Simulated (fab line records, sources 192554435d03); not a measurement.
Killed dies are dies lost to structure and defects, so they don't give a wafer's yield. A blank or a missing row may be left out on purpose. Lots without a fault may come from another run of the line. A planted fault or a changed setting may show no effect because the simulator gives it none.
A struck lot beside a sound one | flow n5_finfet | 15 steps out of a route of 1938
Sound: wafers L873.1, L873.4, L873.5. Struck: wafer L881.2. (L881.5 of the same lot was not struck and is left out.) The cause comes at the end.
At each step with rows: each side's tool, then ch and its chambers, then its first start. Under that, the readings that differ: sound wafers | struck wafers | difference of the means | sigmas: that difference in standard deviations of wafers without a fault.
alike: readings whose means differ by less than 2 such deviations, and words and numbers that are the same on both sides. not compared: withheld readings, readings that some wafer has no value for, bounds like >300 that may hide the same value, and numbers for which the record gives no deviation and whose values overlap.
The two part at a step that has a row with sigmas, a row that says differs or no value, or rows on one side only. Numbers that don't overlap but have no deviation are shown without sigmas and don't part them. A reading that every wafer of one side lacks parts them only if that side has two wafers or more.

N5_BEOL_M4_CO_CAP_55: material Co, precursor CCTBA/H2, target thk 2 nm, time 102.1 s.
  sound on cvd_co-02 ch 0,1, day 8 14:19; struck on cvd_co-02 ch 2, day 11 03:04
  alike: heater_power_w
then, 1 step without rows for these wafers: N5_BEOL_M4_PRE_CLEAN_56 (time 15 s).
N5_BEOL_M4_DEP_57: deposits SiCN from 3MS/NH3, target thk 8 nm, time 14 s.
  sound on pecvd-02 ch 1,2, day 8 14:26; struck on pecvd-01 ch 2, day 11 03:11
  alike: showerhead_plenum_p_Torr, throttle_valve_pct
N5_BEOL_M4_RS_MEAS_58: measures by four-point-probe.
  sound on film_metro-02, day 8 14:30; struck on film_metro-02, day 11 03:14
  alike: M4_RS
N5_BEOL_M4_INSPECT_59: inspects for defects (darkfield).
  sound on defect_inspect-02, day 8 14:32; struck on defect_inspect-01, day 11 03:16
  alike: raw_defect_count
N5_BEOL_M4_RC_MEAS_101:
  sound on prober-02 ch 0, day 8 14:34; struck on prober-02 ch 0, day 11 03:27
  alike: DIBL_N, DIBL_P, IOFF_N, IOFF_P, ION_N, ION_P, SS_N, SS_P, VT_N, VT_P
then, 1 step without rows for these wafers: N5_BEOL_M5_ILD_DEP_00 (deposits SiCOH lowk from DEMS/porogen, target thk 140.64 nm, time 25.9 s).
N5_BEOL_M5_CURE_79: cures SiCOH lowk, time 240 s.
  sound on uv_cure-01 ch 1, day 8 15:36; struck on uv_cure-02 ch 0, day 11 04:24
  alike: lamp_power_pct, wafer_temp_C_max
N5_BEOL_M5_THK_MEAS_01:
  sound on film_metro-02, day 8 16:07; struck on film_metro-01, day 11 04:50
  alike: M5_ILD_THK
N5_BEOL_M5_PECVD_70: deposits SiO2 from TEOS/O2, target thk 16 nm, time 18 s.
  sound on pecvd-04 ch 0,1, day 8 16:09; struck on pecvd-03 ch 1, day 11 04:52
  reading                         | sound          | struck | difference | sigmas
  showerhead_plenum_p_Torr (Torr) | 8.88 8.80 8.87 | 8.73   | -0.12      | -2
  alike: heater_power_w, throttle_valve_pct
N5_BEOL_M5_HM_DEP_02: deposits TiN, target thk 20 nm.
  sound on pvd_sputter-03, day 8 16:31; struck on pvd_sputter-02, day 11 06:26
  alike: throttle_valve_pct
then, 1 step without rows for these wafers: N5_BEOL_M5_COAT_59 (time 60 s, resist thk 60 nm).
N5_BEOL_M5_COAT_60: time 60 s, resist thk 12 nm.
  sound on litho_track-02 ch 0, day 8 16:39; struck on litho_track-02 ch 0, day 11 06:33
  reading                  | sound             | struck | difference | sigmas
  heater_power_total_W (W) | 428.2 428.6 427.1 | 461.2  | +33.2      | +15
  run_length_s (s)         | 66.01 66.09 66.04 | 59.41  | -6.64      | -60
  alike: dispense_pressure_kPa
then, 1 step without rows for these wafers: N5_BEOL_M5_COAT_71 (time 60 s, resist thk 5 nm).
-- the record jumps here: 4 days lie between the struck wafers' starts before and after (it left off in module BEOL_M5 and takes up again in module PASSIVATION, whose first step shown is number 1936 of the route) --
N5_PASSIVATION_PROBE_49:
  sound on prober-01, day 13 07:34; struck on prober-02, day 15 10:02
  reading                  | sound          | struck | difference | sigmas
  defect_limited_yield (%) | 89.2 90.0 90.0 | 92.9   | +3.2       | +2
  killed_at_front_end      | 49 70 48       | 21     | -35        | -3
  killed_dies              | 127 118 118    | 84     | -37        | -2
  sort_n_pass              | 1053 1062 1062 | 1096   | +37        | +2
  sort_yield_pct (%)       | 89.2 90.0 90.0 | 92.9   | +3.2       | +2
  alike: killed_at_M0_to_M3, killed_at_M4_up, killed_at_contacts, killed_at_other, killed_open, killed_short, sort_bin_5_function, sort_bin_6_memory, sort_bin_8_speed

WHERE THEY PART
First at N5_BEOL_M5_PECVD_70; last, within this record, at N5_PASSIVATION_PROBE_49.

WHY: what the simulator had put in
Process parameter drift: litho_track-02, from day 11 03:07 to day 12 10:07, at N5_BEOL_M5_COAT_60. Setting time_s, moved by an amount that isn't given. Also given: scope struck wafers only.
